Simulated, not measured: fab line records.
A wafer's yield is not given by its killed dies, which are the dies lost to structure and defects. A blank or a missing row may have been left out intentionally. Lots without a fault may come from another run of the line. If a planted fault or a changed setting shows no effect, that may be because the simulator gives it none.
One fault through the eyes of 2 desks -- flow n5 finfet -- only its own numbers are on each desk; what lay behind them is given at the end

## THE METROLOGY DESK
Lot by lot, what the gauges showed, no matter which tool ran the lot: averages of those sampled wafers that carry a number. Any lot whose mean is over 4 standard deviations away from the usual mean is out of limits and marked OUT; that distance is given in the brackets. It has 18 readings, of which 7 appear: the earliest out of limits, and the ones furthest out on some lot.
Columns: A = CJ_N at N5_BEOL_M4_RC_MEAS_101, usual 4.32; B = IOFF_N at N5_BEOL_M4_RC_MEAS_101, usual 0.17 nA/um; C = IOFF_N_85C at N5_BEOL_M4_RC_MEAS_101, usual 3.2 nA/um; D = IOFF_P at N5_BEOL_M4_RC_MEAS_101, usual 0.22 nA/um; E = IOFF_P_85C at N5_BEOL_M4_RC_MEAS_101, usual 3.8 nA/um; F = RS_PWELL at N5_BEOL_M4_RC_MEAS_101, usual 3012 ohm/sq; G = SS_N at N5_BEOL_M4_RC_MEAS_101, usual 71.6 mV/dec
lot,first seen here,A,B,C,D,E,F,G
L184,day 9 11:28,4.40,0.13,2.8,0.20,3.5,3022,71.5
L186,day 9 17:33,4.36,0.13,2.5,0.17,3.0,3031,71.6
L188,day 9 21:05,4.21,0.17,3.2,0.21,3.7,3007,71.9
L194,day 11 18:34,4.29,0.17,3.2,0.23,3.9,3024,71.5
L195,day 12 01:53,4.19,0.17,3.3,0.22,3.7,2977,71.6
L196,day 12 04:52,4.29,0.14,2.9,0.19,3.2,3010,71.2
L198,day 12 22:58,2.59 (-17) OUT,1.05 (+20) OUT,15.1 (+16) OUT,0.94 (+14) OUT,12.7 (+12) OUT,2579 (-18) OUT,84.8 (+18) OUT
L199,day 13 02:46,2.57 (-18) OUT,0.46 (+6.5) OUT,7.3 (+5.7) OUT,1.24 (+20) OUT,15.3 (+15) OUT,2565 (-19) OUT,77.6 (+8.2) OUT
L205,day 15 04:48,4.33,0.26,4.7,0.31,5.1,3033,72.8
This desk's finding: out of limits on L198, L199; first on L198, day 12 22:58 (CJ_N at N5_BEOL_M4_RC_MEAS_101). In limits: L184, L186, L188, L194, L195, L196, L205.

## DESK OF THE TOOL OWNER: epi rpcvd-02
The tool's own readings at N5_WELL_APT_EPI_41 (deposits Si from SiH4/H2, target thk 50 nm, time 297.7 s): means of the sampled wafers that have a number, for each lot that ran on this tool. Any lot whose mean is over 4 standard deviations away from the usual mean is out of limits and marked OUT; that distance is given in the brackets.
Columns: A = lamp inner pct at N5_WELL_APT_EPI_41, usual 15.3 %; B = run length s at N5_WELL_APT_EPI_41, usual 357 s; C = throttle valve pct at N5_WELL_APT_EPI_41, usual 11.2 %
lot,first seen here,A,B,C
L188,day 3 04:26,17.4,362,11.6
L194,day 4 16:21,17.1,362,11.6
L196,day 5 04:08,17.4,354,11.8
L198,day 5 16:33,17.3,499 (+37) OUT,11.6
L199,day 5 22:10,17.3,500 (+38) OUT,11.6
This desk's finding: out of limits on L198, L199; first on L198, day 5 16:33 (run length s at N5_WELL_APT_EPI_41). In limits: L188, L194, L196.

## PUT TOGETHER
An alarm could have come from the tool owner's desk at day 5 16:33, on L198, L199.
An alarm was possible from the metrology desk at day 12 22:58, on L198, L199.
On epi rpcvd-02, each named lot ran N5_WELL_APT_EPI_41.

## WHAT THE SIMULATOR HAD INSERTED
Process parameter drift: epi rpcvd-02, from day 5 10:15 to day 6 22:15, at N5_WELL_APT_EPI_41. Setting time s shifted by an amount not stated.
Shown lots that were struck: L198, L199.
Fault start to first reading out of limits, in hours, per desk: tool owner, 6; metrology, 181.
